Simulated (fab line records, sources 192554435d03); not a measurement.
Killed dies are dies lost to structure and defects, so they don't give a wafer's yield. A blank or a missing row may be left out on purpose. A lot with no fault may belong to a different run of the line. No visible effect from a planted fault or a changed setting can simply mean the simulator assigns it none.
Check of tool commonality    flow n5Finfet    Lots sampled 14, wafers sampled 38

## REASON FOR OPENING
At N5_GATE_CUT_CD_MEAS_13 the reading cdNm is flagged on 2 of 14 lots. No-fault wafers: 20.24 nm, standard deviation 0.26.
Rule: flag the lot when none of its wafers has a number, or when each of its wafers that has one lies beyond 4 standard deviations from that mean. The other lots count as sound.

lot   measured     on        cdNm (nm), wafer by wafer  flag
L325  day 4 14:54  cdSem-03  19.96 19.98 20.31          
L326  day 4 17:07  cdSem-01  20.03 19.73 19.73          
L327  day 5 01:06  cdSem-02  20.20 20.40 20.58          
L329  day 5 11:22  cdSem-01  20.17 20.08                
L330  day 5 17:13  cdSem-03  19.91 20.52                
L331  day 5 22:58  cdSem-03  20.16 19.93                
L333  day 6 15:48  cdSem-03  20.05 20.32 20.13          
L334  day 6 18:38  cdSem-01  20.28 20.11 20.22          
L335  day 7 04:14  cdSem-01  20.68 20.50 20.16          
L336  day 7 04:53  cdSem-01  20.08 20.24 20.38          
L337  day 7 10:36  cdSem-03  20.05 20.09                
L338  day 7 18:07  cdSem-02  20.33 20.27 20.92          
L345  day 9 11:38  cdSem-02  22.26 22.35 22.31          FLAGGED
L346  day 9 23:10  cdSem-01  21.96 22.46 22.44          FLAGGED
The numbers of the flagged lots are 22.30 nm on average: +2.06 nm against the usual, or +8 standard deviations.

## EACH LOT AND THE TOOL IT RAN ON
The record holds 4 process steps before the reading, out of a route of 1938 steps. Cell contents, in order: the tool; ch with the chambers the sampled wafers went through; the start.
lot   flag     N5_HKMG_FIN_STRIP_90              N5_GATE_CUT_ETCHBACK_30          N5_GATE_CUT_CMP_02            N5_GATE_CUT_EXPOSE_10
L325           rieDiel-02 ch 0,2, day 4 08:50    rieMetal-03 ch 0,1, day 4 11:07  cmp-02 ch 0,2, day 4 14:08    euvScanner-02 ch 0, day 4 14:47
L326           rieDiel-01 ch 0,2,3, day 4 11:20  rieMetal-03 ch 0,1, day 4 13:38  cmp-04 ch 2,3, day 4 16:19    euvScanner-01 ch 0, day 4 16:59
L327           rieDiel-02 ch 2,3, day 4 18:57    rieMetal-02 ch 0,1, day 4 21:08  cmp-03 ch 0,2,3, day 5 00:21  euvScanner-02 ch 0, day 5 00:58
L329           rieDiel-01 ch 1,2, day 5 05:44    rieMetal-01 ch 0, day 5 07:54    cmp-03 ch 1,2, day 5 10:36    euvScanner-01 ch 0, day 5 11:14
L330           rieDiel-01 ch 0,2, day 5 11:42    rieMetal-02 ch 1, day 5 13:52    cmp-02 ch 2, day 5 16:35      euvScanner-01 ch 0, day 5 17:04
L331           rieDiel-01 ch 0, day 5 16:49      rieMetal-02 ch 1, day 5 19:20    cmp-02 ch 2,3, day 5 22:19    euvScanner-01 ch 0, day 5 22:50
L333           rieDiel-04 ch 1,3, day 6 09:33    rieMetal-01 ch 0, day 6 11:47    cmp-03 ch 0,1,2, day 6 15:07  euvScanner-01 ch 0, day 6 15:40
L334           rieDiel-01 ch 1,2,3, day 6 12:45  rieMetal-03 ch 0,1, day 6 15:19  cmp-04 ch 0,1,3, day 6 17:58  euvScanner-01 ch 0, day 6 18:31
L335           rieDiel-04 ch 0,3, day 6 22:37    rieMetal-02 ch 0,1, day 7 00:53  cmp-02 ch 1,2,3, day 7 03:39  euvScanner-01 ch 0, day 7 04:08
L336           rieDiel-04 ch 2,3, day 6 23:16    rieMetal-01 ch 0,1, day 7 01:32  cmp-03 ch 0,1,2, day 7 04:14  euvScanner-01 ch 0, day 7 04:46
L337           rieDiel-02 ch 1,3, day 7 05:01    rieMetal-02 ch 1, day 7 07:11    cmp-03 ch 0,1, day 7 09:58    euvScanner-01 ch 0, day 7 10:28
L338           rieDiel-01 ch 1,3, day 7 12:29    rieMetal-01 ch 0,1, day 7 14:40  cmp-04 ch 0,1,2, day 7 17:23  euvScanner-02 ch 0, day 7 17:59
L345  FLAGGED  rieDiel-04 ch 1,2,3, day 9 05:56  rieMetal-02 ch 0,1, day 9 08:13  cmp-04 ch 1,2,3, day 9 11:02  euvScanner-02 ch 0, day 9 11:30
L346  FLAGGED  rieDiel-01 ch 0,1, day 9 16:45    rieMetal-01 ch 0,1, day 9 18:56  cmp-03 ch 2,3, day 9 22:31    euvScanner-02 ch 0, day 9 23:02
These steps, and what they do:
- N5_HKMG_FIN_STRIP_90: strips SOC in N2/H2, time 20 s.
- N5_GATE_CUT_ETCHBACK_30: etches TiN in Cl2/Ar, target depth 3 nm.
- N5_GATE_CUT_CMP_02: polishes, stops on SiO2, t overpolish 12.7 s, target thk 0 nm.
- N5_GATE_CUT_EXPOSE_10: exposes mask GATE CUT, target cd 20 nm.
- N5_GATE_CUT_CD_MEAS_13: target cd 20 nm.

## FLAGGED OVER TOTAL, TOOL BY TOOL (the gauges that took the reading come last)
step                     tool           lots run  flagged  share of the flagged lots  sound lots run after its first flagged lot
N5_HKMG_FIN_STRIP_90     rieDiel-01     7         1        some                       0
N5_HKMG_FIN_STRIP_90     rieDiel-02     3         0        none                       -
N5_HKMG_FIN_STRIP_90     rieDiel-04     4         1        some                       0
N5_GATE_CUT_ETCHBACK_30  rieMetal-01    5         1        some                       0
N5_GATE_CUT_ETCHBACK_30  rieMetal-02    6         1        some                       0
N5_GATE_CUT_ETCHBACK_30  rieMetal-03    3         0        none                       -
N5_GATE_CUT_CMP_02       cmp-02         4         0        none                       -
N5_GATE_CUT_CMP_02       cmp-03         6         1        some                       0
N5_GATE_CUT_CMP_02       cmp-04         4         1        some                       0
N5_GATE_CUT_EXPOSE_10    euvScanner-01  9         0        none                       -
N5_GATE_CUT_EXPOSE_10    euvScanner-02  5         2        all                        0
N5_GATE_CUT_CD_MEAS_13   cdSem-01       6         1        some                       0
N5_GATE_CUT_CD_MEAS_13   cdSem-02       3         1        some                       0
N5_GATE_CUT_CD_MEAS_13   cdSem-03       5         0        none                       -

## WHAT THE TABLE PERMITS
1 row of the table ran every flagged lot: euvScanner-02 at N5_GATE_CUT_EXPOSE_10.
- euvScanner-02 at N5_GATE_CUT_EXPOSE_10 ran 5 lots, 2 of them flagged. A fault beginning between L338 (day 7 17:59), its last sound lot, and L345 (day 9 11:30), its first flagged one, fits the data. Its own readings lie more than 4 standard deviations out on every wafer of the flagged lots: exposureDoseMJCm2.
One tool is left: euvScanner-02 at N5_GATE_CUT_EXPOSE_10.

## WHAT THE SIMULATOR HAD INSERTED
Process parameter drift: euvScanner-02, from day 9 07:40 on, at N5_GATE_CUT_EXPOSE_10. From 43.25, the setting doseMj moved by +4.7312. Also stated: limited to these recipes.
Struck lots among those shown: L345, L346. This agrees with what the rule above found.
